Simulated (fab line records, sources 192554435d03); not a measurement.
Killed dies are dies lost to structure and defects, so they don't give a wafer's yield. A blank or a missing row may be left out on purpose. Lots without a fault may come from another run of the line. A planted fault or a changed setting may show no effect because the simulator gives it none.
Split-lot experiment | flow n5_finfet | 7 lots, 21 wafers read, on a route of 1938 steps

THE SPLIT
At N5_PASSIVATION_EXPOSE_07 (exposes mask TV, defocus 0 nm, target cd 3000 nm), the setting dose_mj was moved away from the recipe's 22.75 on 7 of the 21 wafers read, by -7.4% to +5.0%. The other wafers ran this setting at the recipe's value.

FROM THE SPLIT TO THE READING: what the file shows between them, 3 steps
- N5_PASSIVATION_PEB_08
- N5_PASSIVATION_DEVELOP_09: develop time 60 s
- N5_PASSIVATION_HARDBAKE_11: time 120 s

THE READING
cd_nm, in nm, at N5_PASSIVATION_CD_MEAS_10 (target cd 3000 nm). Fault-free wafers of this fab line usually give 3000.2 nm, standard deviation 2.2 nm.

wafer  | tool, chamber at the split | dose_mj as run | against the recipe | cd_nm, nm | against lot-mates on the recipe
L075.1 | krf_scanner-02, 0          | 23.71          | +4.2%              | 3009.9    | +8.2
L075.3 | krf_scanner-02, 0          | 22.75          | recipe             | 3001.7    | -
L075.4 | krf_scanner-02, 0          | 23.71          | +4.2%              | 3009.8    | +8.1
L081.1 | krf_scanner-02, 0          | 21.93          | -3.6%              | 2987.8    | -10.7
L081.2 | krf_scanner-02, 0          | 22.75          | recipe             | 2996.7    | -
L081.6 | krf_scanner-02, 0          | 22.75          | recipe             | 3000.3    | -
L086.3 | krf_scanner-01, 0          | 22.75          | recipe             | 3001.2    | -
L086.5 | krf_scanner-01, 0          | 22.75          | recipe             | 3001.6    | -
L086.6 | krf_scanner-01, 0          | 22.75          | recipe             | 2998.6    | -
L090.1 | krf_scanner-02, 0          | 22.75          | recipe             | 2999.2    | -
L090.3 | krf_scanner-02, 0          | 22.75          | recipe             | 2997.5    | -
L090.6 | krf_scanner-02, 0          | 22.75          | recipe             | 3001.3    | -
L094.1 | krf_scanner-02, 0          | 22.75          | recipe             | 3001.4    | -
L094.3 | krf_scanner-02, 0          | 21.06          | -7.4%              | 2981.0    | -20.4
L094.5 | krf_scanner-02, 0          | 21.06          | -7.4%              | 2982.1    | -19.3
L095.1 | krf_scanner-02, 0          | 22.75          | recipe             | 3000.5    | -
L095.2 | krf_scanner-02, 0          | 22.75          | recipe             | 3003.5    | -
L095.4 | krf_scanner-02, 0          | 22.75          | recipe             | 3001.0    | -
L097.3 | krf_scanner-01, 0          | 22.75          | recipe             | 3000.0    | -
L097.4 | krf_scanner-01, 0          | 23.89          | +5.0%              | 3012.3    | +12.3
L097.6 | krf_scanner-01, 0          | 23.89          | +5.0%              | 3007.1    | +7.1

THE FIT
A straight line over all 21 wafers: cd_nm changes by +2.38 nm for each +1% of dose_mj; r = +0.97; the points scatter about the line by 2.1 nm.
The same after taking each lot's own level away (the mean of its wafers on the recipe; 21 wafers): +2.39 nm for each +1%; r = +0.98; scatter 1.8 nm.
On that fit, the largest move of dose_mj shifts the reading by 18 nm.
The lots' own levels span 2998.50 to 3001.70 nm, that is 1.5 times the standard deviation above.
So the lot-to-lot level changes the slope little: the two slopes agree.
Check: with one of the wafers moved furthest among these (-7.4%) left out of the fit, the line predicts -17.5 nm for it against its lot-mates. It came out at -20.4 nm against them.

OTHER SPLITS ON THESE WAFERS
These wafers also went through other splits before the reading. Each is held against what the fit with the lots' levels taken away leaves over:
other split on the same wafers    | wafers away from the commonest value | r with cd_nm (lot level and that fit taken away)
N5_BEOL_M13_TRENCH_ETCH_34 time_s | 4                                    | +0.08
N5_BEOL_M14_DEP_53 time_s         | 6                                    | +0.26
N5_BEOL_M15_ILD_DEP_00 time_s     | 9                                    | +0.03
N5_MIM_BOT_SPUTTER_00 time_s      | 6                                    | +0.02

THE WHOLE CHAIN: every reading that the file lists as answering this split, in the file's order
step                      | what it does             | reading                                                         | change (the file's fit)              | r (the file's)
N5_PASSIVATION_CD_MEAS_10 | target cd 3000 nm        | cd_nm                                                           | +2.42 nm for each +1% of the setting | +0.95
N5_PASSIVATION_DESCUM_12  | chemistry O2, time 7.9 s | TV_LITHO.cd_nm (the simulator's own value, which no gauge read) | +2.52 nm for each +1% of the setting | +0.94

THE FILE'S OWN FIT
cd_nm changes by +2.42 nm for each +1% of dose_mj, r = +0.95.
